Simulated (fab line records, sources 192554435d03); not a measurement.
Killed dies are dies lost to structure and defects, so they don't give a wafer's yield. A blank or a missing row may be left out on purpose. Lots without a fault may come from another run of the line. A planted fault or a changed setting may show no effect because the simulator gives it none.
Split-lot experiment | flow n5_finfet | 7 lots, 21 wafers read, on a route of 1938 steps

THE SPLIT
At N5_HKMG_FIN_ETCH_54 (etches SiARC in CF4, target depth 45.5 nm, time 75.8 s), the setting source_w was moved away from the recipe's 545 W on 6 of the 21 wafers read, by -17.0% to +17.7%. The other wafers ran this setting at the recipe's value.

The reading is taken at the split's own step.

THE READING
rf_vpp_V, in V, at N5_HKMG_FIN_ETCH_54 (etches SiARC in CF4, target depth 45.5 nm, time 75.8 s). Fault-free wafers of this fab line usually give 184.5 V, standard deviation 1.3 V.

wafer  | tool, chamber at the split | source_w as run, W | against the recipe | rf_vpp_V, V | against lot-mates on the recipe
L076.1 | rie_diel-01, 3             | 545                | recipe             | 183.9       | -
L076.4 | rie_diel-01, 0             | 545                | recipe             | 185.5       | -
L076.5 | rie_diel-01, 3             | 622                | +14.1%             | 175.7       | -9.0
L079.3 | rie_diel-03, 0             | 545                | recipe             | 184.0       | -
L079.4 | rie_diel-03, 0             | 476.8              | -12.5%             | 192.3       | +7.6
L079.6 | rie_diel-03, 3             | 545                | recipe             | 185.4       | -
L080.4 | rie_diel-01, 2             | 545                | recipe             | 187.4       | -
L080.5 | rie_diel-01, 3             | 545                | recipe             | 183.4       | -
L080.6 | rie_diel-01, 0             | 545                | recipe             | 183.9       | -
L084.1 | rie_diel-03, 3             | 545                | recipe             | 184.9       | -
L084.4 | rie_diel-03, 2             | 452.3              | -17.0%             | 194.5       | +9.6
L084.5 | rie_diel-03, 2             | 452.3              | -17.0%             | 194.8       | +9.9
L090.1 | rie_diel-01, 0             | 545                | recipe             | 184.0       | -
L090.2 | rie_diel-01, 3             | 545                | recipe             | 185.3       | -
L090.4 | rie_diel-01, 1             | 545                | recipe             | 185.0       | -
L095.1 | rie_diel-04, 2             | 545                | recipe             | 183.9       | -
L095.2 | rie_diel-04, 1             | 641.3              | +17.7%             | 175.9       | -9.0
L095.4 | rie_diel-04, 1             | 545                | recipe             | 185.8       | -
L097.1 | rie_diel-01, 0             | 545                | recipe             | 184.6       | -
L097.5 | rie_diel-01, 2             | 545                | recipe             | 186.9       | -
L097.6 | rie_diel-01, 1             | 460.9              | -15.4%             | 195.8       | +10.1

THE FIT
A straight line over all 21 wafers: rf_vpp_V changes by -0.591 V for each +1% of source_w; r = -0.98; the points scatter about the line by 1.1 V.
The same after taking each lot's own level away (the mean of its wafers on the recipe; 21 wafers): -0.582 V for each +1%; r = -0.98; scatter 1 V.
On that fit, the largest move of source_w shifts the reading by 10 V.
The lots' own levels span 184.70 to 185.75 V, that is 0.8 times the standard deviation above.
So the lot-to-lot level changes the slope little: the two slopes agree.
Check: with one of the wafers moved furthest among these (+17.7%) left out of the fit, the line predicts -10.8 V for it against its lot-mates. It came out at -8.95 V against them.
Tool readings at the split's step, against how far the setting was moved: etch_rf_on_time_s r = -0.98; rf_vpp_V r = -0.98.

OTHER SPLITS ON THESE WAFERS
These wafers also went through other splits before the reading. Each is held against what the fit with the lots' levels taken away leaves over:
other split on the same wafers | wafers away from the commonest value | r with rf_vpp_V (lot level and that fit taken away)
N5_SDB_COAT_03 spin_rpm        | 9                                    | -0.06

THE WHOLE CHAIN: every reading that the file lists as answering this split, in the file's order
step                | what it does                                           | reading           | change (the file's fit)              | r (the file's)
N5_HKMG_FIN_ETCH_54 | etches SiARC in CF4, target depth 45.5 nm, time 75.8 s | etch_rf_on_time_s | withheld for each +1% of the setting | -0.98
N5_HKMG_FIN_ETCH_54 | etches SiARC in CF4, target depth 45.5 nm, time 75.8 s | rf_vpp_V          | -0.585 V for each +1% of the setting | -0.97

THE FILE'S OWN FIT
rf_vpp_V changes by -0.585 V for each +1% of source_w, r = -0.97.
